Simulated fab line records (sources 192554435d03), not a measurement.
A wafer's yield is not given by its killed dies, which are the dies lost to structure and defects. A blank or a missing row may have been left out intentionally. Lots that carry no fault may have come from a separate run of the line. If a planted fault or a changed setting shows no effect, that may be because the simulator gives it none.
A struck lot beside a sound one + flow n5_finfet + 36 out of 1938 route steps
Sound: the wafers L110.2, L110.4, L110.6. Struck: wafers L118.2, L118.5. Last of all comes the cause.
Per side, at each step with rows, come the tool, then ch with its chambers, and then its first start. Under that, the readings that differ: sound wafers + struck wafers + difference of the means + sigmas: that difference in standard deviations of wafers without a fault.
alike: readings whose means differ by less than 2 such deviations, and words and numbers that are the same on both sides. not compared: withheld readings, readings that some wafer has no value for, bounds like >300 that may hide the same value, and numbers for which the record gives no deviation and whose values overlap.
The two part at a step that has a row with sigmas, a row that says differs or no value, or rows on one side only. Numbers that have no deviation but don't overlap get no sigmas and don't part them. A reading missing from all wafers of one side parts the sides only when that side holds two or more wafers.

first, 9 steps without rows for these wafers: N5_SD_EPI_N_DEVELOP_08 (develop time 30 s); N5_SD_EPI_N_DESCUM_14 (chemistry O2, time 7.9 s); N5_SD_EPI_N_ETCH_34 (etches SiARC in CF4, target depth 45.5 nm, time 75.8 s); N5_SD_EPI_N_ETCH_35 (etches SOC in N2/H2, overetch 108 nm, time 486 s); N5_SD_EPI_N_STRIP_36 (strips in N2/H2); N5_SD_EPI_N_ETCHBACK_44 (etches SiNx in CH3F/O2, stops on SiO2, target depth 14.5 nm); N5_SD_EPI_N_ETCH_45 (etches SiOCN in CH3F/O2, target depth 6 nm); N5_SD_EPI_N_ETCH_16 (etches SiO2 in CHF3/O2, target depth 5 nm); N5_SD_EPI_N_STRIP_47 (strips in CHF3/O2).
N5_SD_EPI_N_SD_RECESS_17: chemistry HBr/Cl2/O2, target depth 41 nm, time 23.7 s, bt time 3 s.
  sound on rie_si-03 ch 0,1,2, day 4 14:31; struck on rie_si-01 ch 0,1, day 6 14:01
| reading                                 | sound             | struck      | difference | sigmas |
|-----------------------------------------|-------------------|-------------|------------|--------|
| oes_product_au (a.u.)                   | 0.995 1.016 0.979 | 1.107 1.144 | +0.129     | +8     |
| model.SD_EPI_N.feature_depth_nm (nm)    | 41.6 41 40.6      | 60.2 61.2   | +19.6      |        |
| model.etch.depth_nm (nm)                | 41.63 40.99 40.51 | 60.13 61.29 | +19.67     |        |
| model.Si_of_WELL_APT_EPI_41.thk_nm (nm) | 8.2 8.4 9.2       | 4.4 4.2     | -4.3       |        |
  alike: O2_flow_sccm, drypump_motor_current_A, throttle_valve_pct
  not compared: rf_hours_counter_h
then, 2 steps without rows for these wafers: N5_SD_EPI_N_STRIP_38 (strips in N2/H2); N5_SD_EPI_N_WET_ETCH_43 (etches SiO2 in dHF, time 14 s, target depth 1.5 nm).
N5_SD_EPI_N_STRIP_18: strips in SPM, time 750 s.
  sound on wet_bench-01 ch 0,1,7, day 4 14:43; struck on wet_bench-06 ch 0,2, day 6 14:12
| reading                                 | sound   | struck | difference | sigmas |
|-----------------------------------------|---------|--------|------------|--------|
| model.Si_of_WELL_APT_EPI_41.thk_nm (nm) | 7.8 8 9 | 4 4    | -4         |        |
then, 21 steps without rows for these wafers: N5_SD_EPI_N_SRD_20 (time 30 s); N5_SD_EPI_N_PRECLEAN_48 (cleans in NF3:NH3, afs cycles 2, time 20 s, sublimation time 60 s); N5_SD_EPI_N_VAPOR_ETCH_50 (etches Si in HCl, time 54 s); N5_SD_EPI_N_EPI_21 (deposits Si:P, time 690 s); N5_SD_EPI_N_PRECLEAN_24 (cleans in O3/DIW, time 60 s); N5_SD_EPI_N_SRD_25 (time 30 s); N5_SD_EPI_N_PRECLEAN_49 (cleans in NF3:NH3, afs cycles 1, time 20 s, sublimation time 60 s); N5_SD_EPI_N_LINER_46 (material SiNx, target thk 3 nm); N5_SD_EPI_P_COAT_34 (time 60 s, resist thk 350 nm); N5_SD_EPI_P_COAT_35 (time 60 s, resist thk 35 nm); N5_SD_EPI_P_COAT_03 (resist thk 150 nm); N5_SD_EPI_P_EBR_05; N5_SD_EPI_P_SOFTBAKE_04 (time 60 s); N5_SD_EPI_P_EXPOSE_06 (exposes mask SD P BLK, target cd 240 nm); N5_SD_EPI_P_PEB_07 (peb time 60 s); N5_SD_EPI_P_DEVELOP_08 (develop time 30 s); N5_SD_EPI_P_DESCUM_14 (chemistry O2, time 7.9 s); N5_SD_EPI_P_ETCH_36 (etches SiARC in CF4, target depth 45.5 nm, time 75.8 s); N5_SD_EPI_P_ETCH_37 (etches SOC in N2/H2, overetch 108 nm, time 486 s); N5_SD_EPI_P_STRIP_38 (strips in N2/H2); N5_SD_EPI_P_ETCHBACK_46 (etches SiNx in CH3F/O2, stops on SiO2, target depth 17.5 nm).
-- record jumps: 5 days separate the struck wafers' starts on either side; left off in module SD_EPI_P, taken up again in module BEOL_M4, whose first shown step is the route's number 1111 --
N5_BEOL_M4_RC_MEAS_101:
  sound on prober-01 ch 0, day 9 10:13; struck on prober-01 ch 0, day 11 12:13
  no value came back on the struck wafers for any of 17 readings (CJ_N, DIBL_N (mV/V) and others); on the sound wafers CJ_N reads 4.44 4.38 4.32
| reading        | sound                | struck        | difference | sigmas |
|----------------|----------------------|---------------|------------|--------|
| IOFF_P (nA/um) | 0.197 0.170 0.192    | 0.249 0.241   | +0.059     | +2     |
| ION_P (uA/um)  | 455 454 452          | 468 472       | +16        | +2     |
| VT_P (mV)      | -254.0 -257.4 -253.4 | -246.1 -248.7 | +7.5       | +3     |
  alike: DIBL_P, SS_P
-- record jumps: 4 days separate the struck wafers' starts on either side; left off in module BEOL_M4, taken up again in module PASSIVATION, whose first shown step is the route's number 1936 --
N5_PASSIVATION_PROBE_49:
  sound: prober-02 at day 13 22:07; struck: prober-01 at day 15 21:32
| reading                | sound          | struck      | difference | sigmas |
|------------------------|----------------|-------------|------------|--------|
| killed_at_front_end    | 43 50 42       | 22 22       | -23        | -2     |
| sort_bin_4_leakage (%) | 0 0 0          | 92.46 92.71 | +92.58     |        |
| sort_n_pass            | 1094 1082 1082 | 0 0         | -1086      | -64    |
| sort_yield_pct (%)     | 92.7 91.7 91.7 | 0 0         | -92        | -61    |
  alike: defect_limited_yield, killed_at_M0_to_M3, killed_at_M4_up, killed_at_contacts, killed_at_other, killed_dies, killed_open, killed_short, sort_bin_5_function, sort_bin_6_memory

## WHERE THEY PART
Last at N5_PASSIVATION_PROBE_49 as far as this record goes, first at N5_SD_EPI_N_SD_RECESS_17.

WHY: the cause the simulator had injected
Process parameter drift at N5_SD_EPI_N_SD_RECESS_17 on rie_si-01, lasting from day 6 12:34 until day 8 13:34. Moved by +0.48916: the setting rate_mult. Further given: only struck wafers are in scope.
